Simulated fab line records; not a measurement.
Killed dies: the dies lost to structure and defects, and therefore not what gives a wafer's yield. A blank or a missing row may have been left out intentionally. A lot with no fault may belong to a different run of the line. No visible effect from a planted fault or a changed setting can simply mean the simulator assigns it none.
Which tool was responsible? || flow nand-harc || 24 lots, 72 wafers sampled, at 3 steps of a route of 1159

WHAT THE GAUGES SHOWED, per wafer
NHARC_A_CONTACT_OVL_MEAS_70. Usual: overlay-x-nm 0.0 nm, standard deviation 0.6; overlay-y-nm 0.1 nm, standard deviation 0.8.
{"lot": "L074", "measured": "day 16 18:31", "on": "overlay-02", "overlay-x-nm (nm)": "-0.1 -0.6 0.0", "overlay-y-nm (nm)": "0.7 1.3 0.6", "flag": ""}
{"lot": "L075", "measured": "day 16 09:40", "on": "overlay-02", "overlay-x-nm (nm)": "0.1 1.0 1.2", "overlay-y-nm (nm)": "0.4 0.1 0.7", "flag": ""}
{"lot": "L076", "measured": "day 16 23:23", "on": "overlay-01", "overlay-x-nm (nm)": "0.0 0.1 -0.2", "overlay-y-nm (nm)": "-0.2 0.0 0.4", "flag": ""}
{"lot": "L077", "measured": "day 16 21:49", "on": "overlay-01", "overlay-x-nm (nm)": "-0.7 -0.7 -0.8", "overlay-y-nm (nm)": "0.2 0.8 0.1", "flag": ""}
{"lot": "L078", "measured": "day 17 17:55", "on": "overlay-02", "overlay-x-nm (nm)": "-0.8 -0.3 -0.2", "overlay-y-nm (nm)": "1.8 1.3 1.5", "flag": ""}
{"lot": "L079", "measured": "day 18 08:48", "on": "overlay-01", "overlay-x-nm (nm)": "0.1 -0.2 0.1", "overlay-y-nm (nm)": "0.3 0.8 0.6", "flag": ""}
{"lot": "L080", "measured": "day 18 01:51", "on": "overlay-02", "overlay-x-nm (nm)": "-0.2 -0.4 -0.5", "overlay-y-nm (nm)": "0.1 0.0 -0.1", "flag": ""}
{"lot": "L081", "measured": "day 18 15:43", "on": "overlay-02", "overlay-x-nm (nm)": "-0.4 0.2 0.0", "overlay-y-nm (nm)": "0.0 0.0 0.0", "flag": ""}
{"lot": "L082", "measured": "day 18 13:46", "on": "overlay-01", "overlay-x-nm (nm)": "0.7 0.0 0.3", "overlay-y-nm (nm)": "-0.3 0.0 -0.5", "flag": ""}
{"lot": "L083", "measured": "day 19 01:52", "on": "overlay-02", "overlay-x-nm (nm)": "0.5 0.4 0.0", "overlay-y-nm (nm)": "0.8 1.1 1.2", "flag": ""}
{"lot": "L084", "measured": "day 18 23:39", "on": "overlay-02", "overlay-x-nm (nm)": "0.7 1.0 0.9", "overlay-y-nm (nm)": "-0.6 -1.3 -0.8", "flag": ""}
{"lot": "L085", "measured": "day 19 13:37", "on": "overlay-02", "overlay-x-nm (nm)": "0.0 -0.4 -0.1", "overlay-y-nm (nm)": "0.6 0.2 0.7", "flag": ""}
{"lot": "L087", "measured": "day 19 15:16", "on": "overlay-02", "overlay-x-nm (nm)": "-0.6 -0.8 -0.4", "overlay-y-nm (nm)": "0.7 0.2 0.3", "flag": ""}
{"lot": "L086", "measured": "day 19 19:11", "on": "overlay-01", "overlay-x-nm (nm)": "0.3 0.5 0.3", "overlay-y-nm (nm)": "-0.3 0.1 0.1", "flag": ""}
{"lot": "L088", "measured": "day 19 21:24", "on": "overlay-02", "overlay-x-nm (nm)": "-0.2 0.2 -0.3", "overlay-y-nm (nm)": "-0.3 -0.7 -0.4", "flag": ""}
{"lot": "L090", "measured": "day 20 10:11", "on": "overlay-01", "overlay-x-nm (nm)": "0.7 0.7 0.5", "overlay-y-nm (nm)": "-0.4 -0.1 0.0", "flag": ""}
{"lot": "L091", "measured": "day 20 09:59", "on": "overlay-02", "overlay-x-nm (nm)": "0.9 1.3 1.9", "overlay-y-nm (nm)": "-0.2 0.6 0.5", "flag": ""}
{"lot": "L089", "measured": "day 20 14:11", "on": "overlay-02", "overlay-x-nm (nm)": "0.7 1.1 1.3", "overlay-y-nm (nm)": "0.5 0.3 0.6", "flag": ""}
{"lot": "L092", "measured": "day 20 19:32", "on": "overlay-02", "overlay-x-nm (nm)": "-0.2 -0.8 0.1", "overlay-y-nm (nm)": "0.5 -0.3 0.3", "flag": ""}
{"lot": "L093", "measured": "day 21 09:43", "on": "overlay-01", "overlay-x-nm (nm)": "0.2 0.8 0.9", "overlay-y-nm (nm)": "0.2 1.0 0.3", "flag": ""}
{"lot": "L094", "measured": "day 21 09:58", "on": "overlay-02", "overlay-x-nm (nm)": "0.2 0.2 -0.2", "overlay-y-nm (nm)": "0.7 1.3 0.9", "flag": ""}
{"lot": "L097", "measured": "day 21 20:49", "on": "overlay-01", "overlay-x-nm (nm)": "-0.4 -0.5 -0.4", "overlay-y-nm (nm)": "-2.3 -1.8 -2.6", "flag": ""}
{"lot": "L096", "measured": "day 21 19:46", "on": "overlay-02", "overlay-x-nm (nm)": "-1.0 0.0 -0.3", "overlay-y-nm (nm)": "-0.7 -0.5 -1.3", "flag": ""}
{"lot": "L095", "measured": "day 21 22:46", "on": "overlay-02", "overlay-x-nm (nm)": "-0.6 -1.1 -0.5", "overlay-y-nm (nm)": "-0.7 -0.3 -0.6", "flag": ""}

WHICH TOOL RAN EACH LOT (tool, then ch and the chambers of the sampled wafers, then the start)
{"lot": "L074", "NHARC_A_SLIT_ETCH_17": "har-etch-01 ch 0,1, day 14 10:19", "NHARC_A_WL_FILL_ETCHBACK_17": "rie-metal-02 ch 0,1, day 15 14:59"}
{"lot": "L075", "NHARC_A_SLIT_ETCH_17": "har-etch-02 ch 0,1, day 14 10:43", "NHARC_A_WL_FILL_ETCHBACK_17": "rie-metal-02 ch 0,1, day 15 10:44"}
{"lot": "L076", "NHARC_A_SLIT_ETCH_17": "har-etch-01 ch 0,1, day 14 18:28", "NHARC_A_WL_FILL_ETCHBACK_17": "rie-metal-03 ch 0,1, day 15 20:46"}
{"lot": "L077", "NHARC_A_SLIT_ETCH_17": "har-etch-01 ch 0,1, day 14 20:07", "NHARC_A_WL_FILL_ETCHBACK_17": "rie-metal-01 ch 0,1, day 15 20:48"}
{"lot": "L078", "NHARC_A_SLIT_ETCH_17": "har-etch-02 ch 0,1, day 15 10:09", "NHARC_A_WL_FILL_ETCHBACK_17": "rie-metal-03 ch 0,1, day 16 16:50"}
{"lot": "L079", "NHARC_A_SLIT_ETCH_17": "har-etch-02 ch 0,1, day 15 17:50", "NHARC_A_WL_FILL_ETCHBACK_17": "rie-metal-02 ch 0,1, day 16 23:25"}
{"lot": "L080", "NHARC_A_SLIT_ETCH_17": "har-etch-01 ch 0,1, day 15 17:59", "NHARC_A_WL_FILL_ETCHBACK_17": "rie-metal-02 ch 0,1, day 16 20:49"}
{"lot": "L081", "NHARC_A_SLIT_ETCH_17": "har-etch-02 ch 0,1, day 16 09:08", "NHARC_A_WL_FILL_ETCHBACK_17": "rie-metal-03 ch 1, day 17 11:44"}
{"lot": "L082", "NHARC_A_SLIT_ETCH_17": "har-etch-01 ch 0,1, day 16 09:38", "NHARC_A_WL_FILL_ETCHBACK_17": "rie-metal-03 ch 0,1, day 17 10:38"}
{"lot": "L083", "NHARC_A_SLIT_ETCH_17": "har-etch-01 ch 0,1, day 16 16:38", "NHARC_A_WL_FILL_ETCHBACK_17": "rie-metal-03 ch 0,1, day 17 22:37"}
{"lot": "L084", "NHARC_A_SLIT_ETCH_17": "har-etch-01 ch 0,1, day 16 18:19", "NHARC_A_WL_FILL_ETCHBACK_17": "rie-metal-01 ch 0,1, day 17 22:38"}
{"lot": "L085", "NHARC_A_SLIT_ETCH_17": "har-etch-01 ch 0,1, day 17 07:49", "NHARC_A_WL_FILL_ETCHBACK_17": "rie-metal-01 ch 0,1, day 18 12:45"}
{"lot": "L087", "NHARC_A_SLIT_ETCH_17": "har-etch-02 ch 0,1, day 17 08:59", "NHARC_A_WL_FILL_ETCHBACK_17": "rie-metal-03 ch 0,1, day 18 12:17"}
{"lot": "L086", "NHARC_A_SLIT_ETCH_17": "har-etch-01 ch 0,1, day 17 09:29", "NHARC_A_WL_FILL_ETCHBACK_17": "rie-metal-02 ch 0,1, day 18 15:21"}
{"lot": "L088", "NHARC_A_SLIT_ETCH_17": "har-etch-01 ch 0,1, day 17 16:23", "NHARC_A_WL_FILL_ETCHBACK_17": "rie-metal-02 ch 0,1, day 18 20:42"}
{"lot": "L090", "NHARC_A_SLIT_ETCH_17": "har-etch-01 ch 0,1, day 18 05:41", "NHARC_A_WL_FILL_ETCHBACK_17": "rie-metal-01 ch 0,1, day 19 08:16"}
{"lot": "L091", "NHARC_A_SLIT_ETCH_17": "har-etch-01 ch 0,1, day 18 07:23", "NHARC_A_WL_FILL_ETCHBACK_17": "rie-metal-02 ch 1, day 19 07:25"}
{"lot": "L089", "NHARC_A_SLIT_ETCH_17": "har-etch-02 ch 0,1, day 18 08:53", "NHARC_A_WL_FILL_ETCHBACK_17": "rie-metal-02 ch 1, day 19 15:28"}
{"lot": "L092", "NHARC_A_SLIT_ETCH_17": "har-etch-01 ch 0,1, day 18 16:23", "NHARC_A_WL_FILL_ETCHBACK_17": "rie-metal-03 ch 0,1, day 19 19:34"}
{"lot": "L093", "NHARC_A_SLIT_ETCH_17": "har-etch-01 ch 0,1, day 19 05:58", "NHARC_A_WL_FILL_ETCHBACK_17": "rie-metal-03 ch 0,1, day 20 09:39"}
{"lot": "L094", "NHARC_A_SLIT_ETCH_17": "har-etch-01 ch 0,1, day 19 07:53", "NHARC_A_WL_FILL_ETCHBACK_17": "rie-metal-01 ch 0,1, day 20 08:49"}
{"lot": "L097", "NHARC_A_SLIT_ETCH_17": "har-etch-02 ch 0,1, day 19 17:04", "NHARC_A_WL_FILL_ETCHBACK_17": "rie-metal-01 ch 0,1, day 20 18:48"}
{"lot": "L096", "NHARC_A_SLIT_ETCH_17": "har-etch-02 ch 0,1, day 19 19:14", "NHARC_A_WL_FILL_ETCHBACK_17": "rie-metal-03 ch 0,1, day 20 18:11"}
{"lot": "L095", "NHARC_A_SLIT_ETCH_17": "har-etch-01 ch 0, day 19 19:19", "NHARC_A_WL_FILL_ETCHBACK_17": "rie-metal-01 ch 0,1, day 20 21:10"}
- NHARC_A_SLIT_ETCH_17: etches the open film in C4F8/O2/Ar, time 1687.5 s, target depth 10100 nm.
- NHARC_A_WL_FILL_ETCHBACK_17: etches the open film in Cl2/BCl3, target depth 4 nm, time 26.7 s.

WHAT THE TOOLS THEMSELVES READ (means of the sampled wafers that have a number; where no wafer has one, the mark that the record gives instead)
NHARC_A_SLIT_ETCH_17. Usual: drypump-motor-current-A 5.80 A, standard deviation 0.29; esc-clamp-current-uA 0.02149, standard deviation 0.00026; showerhead-plenum-p-Torr 3.62 Torr, standard deviation 0.078; throttle-valve-pct 32.046 %, standard deviation 0.0087.
{"lot": "L074", "tool": "har-etch-01", "drypump-motor-current-A (A)": 5.73, "esc-clamp-current-uA": 0.02167, "showerhead-plenum-p-Torr (Torr)": 3.60, "throttle-valve-pct (%)": 32.052, "flag": ""}
{"lot": "L075", "tool": "har-etch-02", "drypump-motor-current-A (A)": 5.70, "esc-clamp-current-uA": 0.02114, "showerhead-plenum-p-Torr (Torr)": 3.65, "throttle-valve-pct (%)": 32.050, "flag": ""}
{"lot": "L076", "tool": "har-etch-01", "drypump-motor-current-A (A)": 5.72, "esc-clamp-current-uA": 0.02170, "showerhead-plenum-p-Torr (Torr)": 3.59, "throttle-valve-pct (%)": 32.057, "flag": ""}
{"lot": "L077", "tool": "har-etch-01", "drypump-motor-current-A (A)": 5.72, "esc-clamp-current-uA": 0.02166, "showerhead-plenum-p-Torr (Torr)": 3.59, "throttle-valve-pct (%)": 32.041, "flag": ""}
{"lot": "L078", "tool": "har-etch-02", "drypump-motor-current-A (A)": 5.70, "esc-clamp-current-uA": 0.02113, "showerhead-plenum-p-Torr (Torr)": 3.64, "throttle-valve-pct (%)": 32.047, "flag": ""}
{"lot": "L079", "tool": "har-etch-02", "drypump-motor-current-A (A)": 5.87, "esc-clamp-current-uA": 0.02112, "showerhead-plenum-p-Torr (Torr)": 3.66, "throttle-valve-pct (%)": 32.039, "flag": ""}
{"lot": "L080", "tool": "har-etch-01", "drypump-motor-current-A (A)": 5.71, "esc-clamp-current-uA": 0.02167, "showerhead-plenum-p-Torr (Torr)": 3.59, "throttle-valve-pct (%)": 32.046, "flag": ""}
{"lot": "L081", "tool": "har-etch-02", "drypump-motor-current-A (A)": 5.84, "esc-clamp-current-uA": 0.02116, "showerhead-plenum-p-Torr (Torr)": 3.66, "throttle-valve-pct (%)": 32.040, "flag": ""}
{"lot": "L082", "tool": "har-etch-01", "drypump-motor-current-A (A)": 5.94, "esc-clamp-current-uA": 0.02163, "showerhead-plenum-p-Torr (Torr)": 3.64, "throttle-valve-pct (%)": 32.046, "flag": ""}
{"lot": "L083", "tool": "har-etch-01", "drypump-motor-current-A (A)": 5.71, "esc-clamp-current-uA": 0.02171, "showerhead-plenum-p-Torr (Torr)": 3.58, "throttle-valve-pct (%)": 32.048, "flag": ""}
{"lot": "L084", "tool": "har-etch-01", "drypump-motor-current-A (A)": 5.93, "esc-clamp-current-uA": 0.02163, "showerhead-plenum-p-Torr (Torr)": 3.64, "throttle-valve-pct (%)": 32.046, "flag": ""}
{"lot": "L085", "tool": "har-etch-01", "drypump-motor-current-A (A)": 5.70, "esc-clamp-current-uA": 0.02169, "showerhead-plenum-p-Torr (Torr)": 3.58, "throttle-valve-pct (%)": 32.034, "flag": ""}
{"lot": "L087", "tool": "har-etch-02", "drypump-motor-current-A (A)": 5.85, "esc-clamp-current-uA": 0.02116, "showerhead-plenum-p-Torr (Torr)": 3.65, "throttle-valve-pct (%)": 32.050, "flag": ""}
{"lot": "L086", "tool": "har-etch-01", "drypump-motor-current-A (A)": 5.73, "esc-clamp-current-uA": 0.02173, "showerhead-plenum-p-Torr (Torr)": 3.58, "throttle-valve-pct (%)": 32.042, "flag": ""}
{"lot": "L088", "tool": "har-etch-01", "drypump-motor-current-A (A)": 5.73, "esc-clamp-current-uA": 0.02169, "showerhead-plenum-p-Torr (Torr)": 3.58, "throttle-valve-pct (%)": 32.042, "flag": ""}
{"lot": "L090", "tool": "har-etch-01", "drypump-motor-current-A (A)": 5.93, "esc-clamp-current-uA": 0.02164, "showerhead-plenum-p-Torr (Torr)": 3.63, "throttle-valve-pct (%)": 32.045, "flag": ""}
{"lot": "L091", "tool": "har-etch-01", "drypump-motor-current-A (A)": 5.72, "esc-clamp-current-uA": 0.02170, "showerhead-plenum-p-Torr (Torr)": 3.57, "throttle-valve-pct (%)": 32.045, "flag": ""}
{"lot": "L089", "tool": "har-etch-02", "drypump-motor-current-A (A)": 5.86, "esc-clamp-current-uA": 0.02120, "showerhead-plenum-p-Torr (Torr)": 3.64, "throttle-valve-pct (%)": 32.035, "flag": ""}
{"lot": "L092", "tool": "har-etch-01", "drypump-motor-current-A (A)": 5.90, "esc-clamp-current-uA": 0.02161, "showerhead-plenum-p-Torr (Torr)": 3.63, "throttle-valve-pct (%)": 32.045, "flag": ""}
{"lot": "L093", "tool": "har-etch-01", "drypump-motor-current-A (A)": 5.92, "esc-clamp-current-uA": 0.02161, "showerhead-plenum-p-Torr (Torr)": 3.63, "throttle-valve-pct (%)": 32.047, "flag": ""}
{"lot": "L094", "tool": "har-etch-01", "drypump-motor-current-A (A)": 5.71, "esc-clamp-current-uA": 0.02174, "showerhead-plenum-p-Torr (Torr)": 3.57, "throttle-valve-pct (%)": 32.033, "flag": ""}
{"lot": "L097", "tool": "har-etch-02", "drypump-motor-current-A (A)": 5.70, "esc-clamp-current-uA": 0.02111, "showerhead-plenum-p-Torr (Torr)": 3.62, "throttle-valve-pct (%)": 32.042, "flag": ""}
{"lot": "L096", "tool": "har-etch-02", "drypump-motor-current-A (A)": 5.83, "esc-clamp-current-uA": 0.02119, "showerhead-plenum-p-Torr (Torr)": 3.64, "throttle-valve-pct (%)": 32.049, "flag": ""}
{"lot": "L095", "tool": "har-etch-01", "drypump-motor-current-A (A)": 5.51, "esc-clamp-current-uA": 0.02180, "showerhead-plenum-p-Torr (Torr)": 3.50, "throttle-valve-pct (%)": 32.049, "flag": ""}

NHARC_A_WL_FILL_ETCHBACK_17. Usual: drypump-motor-current-A 5.5 A, standard deviation 0.35; oes-product-au 0.992 a.u., standard deviation 0.012.
{"lot": "L074", "tool": "rie-metal-02", "drypump-motor-current-A (A)": 5.4, "oes-product-au (a.u.)": 1.008, "flag": ""}
{"lot": "L075", "tool": "rie-metal-02", "drypump-motor-current-A (A)": 5.4, "oes-product-au (a.u.)": 1.004, "flag": ""}
{"lot": "L076", "tool": "rie-metal-03", "drypump-motor-current-A (A)": 5.4, "oes-product-au (a.u.)": 0.990, "flag": ""}
{"lot": "L077", "tool": "rie-metal-01", "drypump-motor-current-A (A)": 5.7, "oes-product-au (a.u.)": 0.989, "flag": ""}
{"lot": "L078", "tool": "rie-metal-03", "drypump-motor-current-A (A)": 5.5, "oes-product-au (a.u.)": 0.977, "flag": ""}
{"lot": "L079", "tool": "rie-metal-02", "drypump-motor-current-A (A)": 5.4, "oes-product-au (a.u.)": 1.014, "flag": ""}
{"lot": "L080", "tool": "rie-metal-02", "drypump-motor-current-A (A)": 5.4, "oes-product-au (a.u.)": 1.013, "flag": ""}
{"lot": "L081", "tool": "rie-metal-03", "drypump-motor-current-A (A)": 5.2, "oes-product-au (a.u.)": 0.979, "flag": ""}
{"lot": "L082", "tool": "rie-metal-03", "drypump-motor-current-A (A)": 5.4, "oes-product-au (a.u.)": 0.986, "flag": ""}
{"lot": "L083", "tool": "rie-metal-03", "drypump-motor-current-A (A)": 5.4, "oes-product-au (a.u.)": 0.983, "flag": ""}
{"lot": "L084", "tool": "rie-metal-01", "drypump-motor-current-A (A)": 5.7, "oes-product-au (a.u.)": 0.993, "flag": ""}
{"lot": "L085", "tool": "rie-metal-01", "drypump-motor-current-A (A)": 5.7, "oes-product-au (a.u.)": 0.988, "flag": ""}
{"lot": "L087", "tool": "rie-metal-03", "drypump-motor-current-A (A)": 5.5, "oes-product-au (a.u.)": 0.984, "flag": ""}
{"lot": "L086", "tool": "rie-metal-02", "drypump-motor-current-A (A)": 5.4, "oes-product-au (a.u.)": 0.992, "flag": ""}
{"lot": "L088", "tool": "rie-metal-02", "drypump-motor-current-A (A)": 5.4, "oes-product-au (a.u.)": 0.994, "flag": ""}
{"lot": "L090", "tool": "rie-metal-01", "drypump-motor-current-A (A)": 5.8, "oes-product-au (a.u.)": 0.994, "flag": ""}
{"lot": "L091", "tool": "rie-metal-02", "drypump-motor-current-A (A)": 5.6, "oes-product-au (a.u.)": 0.993, "flag": ""}
{"lot": "L089", "tool": "rie-metal-02", "drypump-motor-current-A (A)": 5.6, "oes-product-au (a.u.)": 0.985, "flag": ""}
{"lot": "L092", "tool": "rie-metal-03", "drypump-motor-current-A (A)": 5.4, "oes-product-au (a.u.)": 0.990, "flag": ""}
{"lot": "L093", "tool": "rie-metal-03", "drypump-motor-current-A (A)": 5.4, "oes-product-au (a.u.)": 0.986, "flag": ""}
{"lot": "L094", "tool": "rie-metal-01", "drypump-motor-current-A (A)": 5.8, "oes-product-au (a.u.)": 0.999, "flag": ""}
{"lot": "L097", "tool": "rie-metal-01", "drypump-motor-current-A (A)": 5.8, "oes-product-au (a.u.)": 0.993, "flag": ""}
{"lot": "L096", "tool": "rie-metal-03", "drypump-motor-current-A (A)": 5.4, "oes-product-au (a.u.)": 0.989, "flag": ""}
{"lot": "L095", "tool": "rie-metal-01", "drypump-motor-current-A (A)": 5.7, "oes-product-au (a.u.)": 0.981, "flag": ""}

THE ANSWER, worked out from the rows above alone
Rule: a lot counts as off when the mean over its wafers that have a number is more than 3 standard deviations away from the usual mean. A lot without any number at a reading at which 4 lots or more have one is off too. Where the step has rows for the other lots, those lots are counted as sound. Order of review: gauges by route order, followed by the tools' own readings, for which a lot's mean as printed above is used. At the first step where some lot is off, the reading lying furthest off is the one used; lots without a number count as furthest.
No lot is off on any of the readings shown, so nothing can be concluded from this.

WHAT WAS PUT IN BY THE SIMULATOR
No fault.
